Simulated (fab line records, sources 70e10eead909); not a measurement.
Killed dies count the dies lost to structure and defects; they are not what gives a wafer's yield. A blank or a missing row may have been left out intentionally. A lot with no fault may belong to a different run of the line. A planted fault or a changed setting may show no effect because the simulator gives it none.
Which of the tools did it? | flow nandHarc | Sampling: 24 lots, 72 wafers, 3 of 1159 route steps

## WHAT THE GAUGES SHOWED, per wafer
NHARC_P_CONTACT_INSPECT_14.
lot  | measured     | on               | rawDefectCount
L077 | day 8 00:56  | defectInspect-01 | 1 2 3
L075 | day 8 00:35  | defectInspect-01 | 2 3 4
L076 | day 8 01:59  | defectInspect-02 | 1 5 4
L074 | day 8 07:03  | defectInspect-02 | 7 1 1
L078 | day 8 07:31  | defectInspect-02 | 2 3 3
L081 | day 8 12:58  | defectInspect-02 | 0 1 2
L080 | day 8 14:15  | defectInspect-01 | 4 3 5
L079 | day 8 14:46  | defectInspect-02 | 6 4 5
L082 | day 8 18:56  | defectInspect-01 | 2 3 0
L083 | day 8 20:59  | defectInspect-02 | 2 3 3
L084 | day 8 21:54  | defectInspect-01 | 2 1 8
L086 | day 9 03:04  | defectInspect-02 | 3 6 1
L085 | day 9 03:23  | defectInspect-01 | 4 2 5
L087 | day 9 04:34  | defectInspect-02 | 7 7 9
L088 | day 9 08:23  | defectInspect-02 | 3 4 2
L089 | day 9 11:43  | defectInspect-01 | 5 2 5
L090 | day 9 12:22  | defectInspect-01 | 1 6 6
L092 | day 9 19:02  | defectInspect-02 | 5 2 2
L091 | day 9 19:29  | defectInspect-01 | 1 4 4
L093 | day 10 06:44 | defectInspect-02 | 2 1 1
L094 | day 10 11:52 | defectInspect-01 | 2 3 2
L095 | day 10 12:16 | defectInspect-01 | 6 8 5
L097 | day 11 01:01 | defectInspect-02 | 0 5 6
L096 | day 11 01:39 | defectInspect-02 | 8 2 5

NHARC_P_M0_OVL_MEAS_10: pitch 180 nm.
lot  | measured     | on         | overlayXNm (nm) | overlayYNm (nm)
L077 | day 8 07:27  | overlay-01 | 0.5 0.3 0.4     | -0.2 -0.4 0.0
L075 | day 8 07:08  | overlay-01 | -1.7 -1.2 -1.4  | 1.3 0.6 0.9
L076 | day 8 08:02  | overlay-01 | 0.4 -0.7 -0.5   | -0.6 -0.6 -0.8
L074 | day 8 11:04  | overlay-02 | -0.5 -0.5 -0.9  | -0.7 -0.7 -1.9
L078 | day 8 11:58  | overlay-02 | -0.6 -1.3 -1.0  | -0.4 -0.2 -0.3
L081 | day 8 20:53  | overlay-02 | -1.2 -1.2 -1.2  | 0.8 0.2 0.3
L080 | day 8 22:15  | overlay-01 | -0.2 -0.8 -0.1  | -0.4 -0.3 0.0
L079 | day 8 22:31  | overlay-01 | 0.9 1.0 1.2     | -1.0 -0.4 -0.8
L082 | day 9 03:06  | overlay-01 | -0.7 -1.0 -0.8  | 1.0 1.0 1.7
L083 | day 9 04:50  | overlay-02 | -1.6 -2.1 -2.2  | 0.4 0.5 0.9
L084 | day 9 07:14  | overlay-02 | 0.0 -0.2 0.4    | 0.6 0.3 0.7
L086 | day 9 08:40  | overlay-02 | 0.7 0.3 0.7     | 0.7 0.7 0.4
L085 | day 9 09:01  | overlay-01 | 0.1 0.6 0.2     | -0.2 0.5 0.0
L087 | day 9 09:56  | overlay-02 | 0.3 0.2 0.3     | 0.1 0.3 0.2
L088 | day 9 18:21  | overlay-01 | 0.5 0.4 0.4     | 0.2 -0.2 0.6
L089 | day 9 21:38  | overlay-01 | -1.3 -0.5 -0.8  | 0.3 0.4 0.7
L090 | day 9 22:09  | overlay-02 | -1.6 -1.7 -1.6  | 0.0 -0.3 0.1
L092 | day 10 01:31 | overlay-01 | -0.2 -0.5 -0.5  | 1.0 1.2 0.5
L091 | day 10 02:05 | overlay-01 | 1.4 0.9 0.5     | 0.7 0.8 1.1
L093 | day 10 10:55 | overlay-02 | 0.6 0.1 0.5     | 0.2 -0.3 0.6
L094 | day 10 16:01 | overlay-01 | 0.0 0.8 0.3     | 1.4 1.3 0.4
L095 | day 10 16:24 | overlay-02 | -0.7 -0.6 -1.1  | -0.8 -0.5 -0.5
L097 | day 11 07:04 | overlay-01 | -0.1 0.0 -0.2   | -0.5 -0.1 0.0
L096 | day 11 07:45 | overlay-02 | -0.8 -1.0 -0.5  | 1.1 1.3 1.7

## WHAT TOOL EACH LOT RAN ON (gives the tool, then ch and the chambers of the sampled wafers, and finally the start)
lot  | NHARC_P_GATE_STRIP_95
L077 | plasmaAsher-01 ch 0,1, day 7 20:50
L075 | plasmaAsher-02 ch 0,1, day 7 21:04
L076 | plasmaAsher-01 ch 0,1, day 7 22:20
L074 | plasmaAsher-01 ch 0,1, day 8 03:13
L078 | plasmaAsher-02 ch 0,1, day 8 03:32
L081 | plasmaAsher-02 ch 1, day 8 09:16
L080 | plasmaAsher-01 ch 0,1, day 8 10:42
L079 | plasmaAsher-02 ch 0,1, day 8 11:15
L082 | plasmaAsher-02 ch 0,1, day 8 15:22
L083 | plasmaAsher-01 ch 1, day 8 17:14
L084 | plasmaAsher-01 ch 1, day 8 18:02
L086 | plasmaAsher-01 ch 0,1, day 8 22:35
L085 | plasmaAsher-01 ch 0,1, day 8 23:47
L087 | plasmaAsher-01 ch 0,1, day 9 00:43
L088 | plasmaAsher-01 ch 0,1, day 9 04:29
L089 | plasmaAsher-02 ch 0,1, day 9 07:53
L090 | plasmaAsher-01 ch 0,1, day 9 08:32
L092 | plasmaAsher-01 ch 0,1, day 9 15:16
L091 | plasmaAsher-02 ch 0,1, day 9 15:42
L093 | plasmaAsher-01 ch 0,1, day 10 02:46
L094 | plasmaAsher-02 ch 0, day 10 08:15
L095 | plasmaAsher-01 ch 0,1, day 10 08:23
L097 | plasmaAsher-01 ch 0,1, day 10 21:28
L096 | plasmaAsher-02 ch 0,1, day 10 22:02
- NHARC_P_GATE_STRIP_95: strips in O2.

## AS READ BY THE TOOLS THEMSELVES (means over the sampled wafers that have a number; for cases with no such wafer, the mark the record gives instead)
NHARC_P_GATE_STRIP_95.
lot  | tool           | drypumpMotorCurrentA (A) | heaterPowerW (W)
L077 | plasmaAsher-01 | 5.4                      | 318
L075 | plasmaAsher-02 | 6.0                      | 332
L076 | plasmaAsher-01 | 5.5                      | 302
L074 | plasmaAsher-01 | 5.5                      | 304
L078 | plasmaAsher-02 | 6.0                      | 332
L081 | plasmaAsher-02 | 6.2                      | 317
L080 | plasmaAsher-01 | 5.5                      | 303
L079 | plasmaAsher-02 | 5.9                      | 357
L082 | plasmaAsher-02 | 6.0                      | 336
L083 | plasmaAsher-01 | 5.6                      | 287
L084 | plasmaAsher-01 | 5.6                      | 289
L086 | plasmaAsher-01 | 5.5                      | 303
L085 | plasmaAsher-01 | 5.5                      | 305
L087 | plasmaAsher-01 | 5.4                      | 316
L088 | plasmaAsher-01 | 5.5                      | 300
L089 | plasmaAsher-02 | 5.9                      | 343
L090 | plasmaAsher-01 | 5.5                      | 299
L092 | plasmaAsher-01 | 5.4                      | 314
L091 | plasmaAsher-02 | 6.0                      | 323
L093 | plasmaAsher-01 | 5.5                      | 302
L094 | plasmaAsher-02 | 5.8                      | 356
L095 | plasmaAsher-01 | 5.4                      | 315
L097 | plasmaAsher-01 | 5.4                      | 324
L096 | plasmaAsher-02 | 5.9                      | 342

## THE ANSWER, worked out from the rows above alone
Rule: usual is defined by the lots themselves. The widest of any qualifying gaps counts: lots, ordered by their means at a reading, are off when they make up no more than a third of the lots, leave a main group of 4 or more, and stand apart from it by 3 or more times the standard deviation of that group's means. The tables above print the reading to a certain number of digits; a main group whose means all agree to those digits is not used. A lot without any number at a reading at which 4 lots or more have one is off too. The other lots that the step has rows for count as sound. Order of review: gauges by route order, followed by the tools' own readings, for which a lot's mean as printed above is used. At the first step where some lot is off, the reading lying furthest off is the one used; lots without a number count as furthest.
No lot is off at any reading shown: from this, nothing can be told.

## WHAT THE SIMULATOR HAD PUT IN
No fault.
